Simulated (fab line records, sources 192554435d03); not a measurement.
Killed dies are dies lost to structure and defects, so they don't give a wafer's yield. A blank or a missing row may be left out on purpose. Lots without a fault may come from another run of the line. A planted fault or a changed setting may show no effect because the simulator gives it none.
Split-lot experiment | flow n5_finfet | 7 lots, 21 wafers read, on a route of 1938 steps

THE SPLIT
At N5_BEOL_M4_DESCUM_33 (chemistry O2, time 7 s), the setting time_s was moved away from the recipe's 7 s on 12 of the 21 wafers read, by -20.2% to +18.2%. The other wafers ran this setting at the recipe's value.

FROM THE SPLIT TO THE READING: what the file shows between them, 3 steps
- N5_BEOL_M4_ETCH_77: etches underlayer in N2/H2, target depth 6.5 nm, time 5.2 s
- N5_BEOL_M4_ETCH_69: etches SiARC in CF4, target depth 15.6 nm, time 26 s
- N5_BEOL_M4_ALD_98: deposits SiO2, target thk 2.5 nm, pulse time 1 s, co reactant pulse time 1 s

THE READING
CAR-EUV_of_BEOL_M4_COAT_22.thk_nm (the simulator's own value, which no gauge read), in nm, at N5_BEOL_M4_ETCHBACK_99 (etches SiO2 in CHF3, target depth 5 nm, time 10.4 s). The file gives no usual value for it. The 9 wafers here that ran the recipe average 10.4 nm, standard deviation 0.083 nm.

wafer  | tool, chamber at the split | time_s as run, s | against the recipe | CAR-EUV_of_BEOL_M4_COAT_22.thk_nm, nm | against lot-mates on the recipe
L074.4 | rie_diel-01, 3,1           | 8.211            | +17.3%             | 9.6                                   | -0.8
L074.5 | rie_diel-01, 3,1           | 8.211            | +17.3%             | 9.8                                   | -0.6
L074.6 | rie_diel-01, 2             | 7                | recipe             | 10.4                                  | -
L080.1 | rie_diel-05, 0             | 7                | recipe             | 10.4                                  | -
L080.3 | rie_diel-05, 1,3           | 7.696            | +9.9%              | 10                                    | -0.4
L080.4 | rie_diel-05, 1,3           | 7.696            | +9.9%              | 10.2                                  | -0.2
L082.1 | rie_diel-05, 0,1           | 6.585            | -5.9%              | 10.6                                  | +0.2
L082.5 | rie_diel-05, 0,1           | 6.585            | -5.9%              | 10.6                                  | +0.2
L082.4 | rie_diel-05, 2             | 7                | recipe             | 10.4                                  | -
L088.1 | rie_diel-05, 1             | 7                | recipe             | 10.4                                  | -
L088.3 | rie_diel-05, 2             | 8.277            | +18.2%             | 9.8                                   | -0.6
L088.5 | rie_diel-05, 2             | 8.277            | +18.2%             | 9.8                                   | -0.6
L090.2 | rie_diel-04, 1             | 7                | recipe             | 10.4                                  | -
L090.5 | rie_diel-04, 0,1           | 7.634            | +9.1%              | 10                                    | -0.4
L090.6 | rie_diel-04, 0,1           | 7.634            | +9.1%              | 10                                    | -0.4
L096.2 | rie_diel-04, 2             | 7                | recipe             | 10.6                                  | -
L096.5 | rie_diel-04, 0             | 7                | recipe             | 10.6                                  | -
L096.6 | rie_diel-04, 3             | 7                | recipe             | 10.4                                  | -
L095.2 | rie_diel-04, 2             | 7                | recipe             | 10.4                                  | -
L095.3 | rie_diel-04, 3             | 5.584            | -20.2%             | 11                                    | +0.6
L095.5 | rie_diel-04, 2             | 5.584            | -20.2%             | 11.2                                  | +0.8
Where a row lists several chambers, the file gives one row for several wafers and doesn't say which wafer went through which chamber.

THE FIT
A straight line over all 21 wafers: CAR-EUV_of_BEOL_M4_COAT_22.thk_nm changes by -0.0361 nm for each +1% of time_s; r = -0.97; the points scatter about the line by 0.096 nm.
The same after taking each lot's own level away (the mean of its wafers on the recipe; 21 wafers): -0.0356 nm for each +1%; r = -0.98; scatter 0.08 nm.
On that fit, the largest move of time_s shifts the reading by 0.72 nm.
The lots' own levels span 10.40 to 10.53 nm, that is 1.6 times the standard deviation above.
So the lot-to-lot level changes the slope little: the two slopes agree.
Check: with one of the wafers moved furthest among these (-20.2%) left out of the fit, the line predicts +0.753 nm for it against its lot-mates. It came out at +0.6 nm against them.

OTHER SPLITS ON THESE WAFERS
These wafers also went through other splits before the reading. Each is held against what the fit with the lots' levels taken away leaves over:
other split on the same wafers       | wafers away from the commonest value | r with CAR-EUV_of_BEOL_M4_COAT_22.thk_nm (lot level and that fit taken away)
N5_MOL_CONTACT_COAG_COAT_02 spin_rpm | 10                                   | -0.31
N5_MOL_CONTACT_COAG_ETCH_105 bias_w  | 9                                    | -0.34
N5_BEOL_M0_ETCH_128 source_w         | 5                                    | -0.18
N5_BEOL_M3_ILD_DEP_00 time_s         | 6                                    | +0.37
N5_BEOL_M3_TRENCH_ETCH_37 bias_w     | 7                                    | +0.04
N5_BEOL_M3_ETCH_41 target_depth_a    | 12                                   | -0.02

THE WHOLE CHAIN: every reading that the file lists as answering this split, in the file's order
step                   | what it does                                                | reading                                                                            | change (the file's fit)                | r (the file's)
N5_BEOL_M4_DESCUM_33   | chemistry O2, time 7 s                                      | CAR-EUV_of_BEOL_M4_COAT_22.thk_nm (the simulator's own value, which no gauge read) | -0.0349 nm for each +1% of the setting | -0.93
N5_BEOL_M4_ETCH_77     | etches underlayer in N2/H2, target depth 6.5 nm, time 5.2 s | CAR-EUV_of_BEOL_M4_COAT_22.thk_nm (the simulator's own value, which no gauge read) | -0.0324 nm for each +1% of the setting | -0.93
N5_BEOL_M4_ETCHBACK_99 | etches SiO2 in CHF3, target depth 5 nm, time 10.4 s         | CAR-EUV_of_BEOL_M4_COAT_22.thk_nm (the simulator's own value, which no gauge read) | -0.0358 nm for each +1% of the setting | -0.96

THE FILE'S OWN FIT
CAR-EUV_of_BEOL_M4_COAT_22.thk_nm changes by -0.0358 nm for each +1% of time_s, r = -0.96.
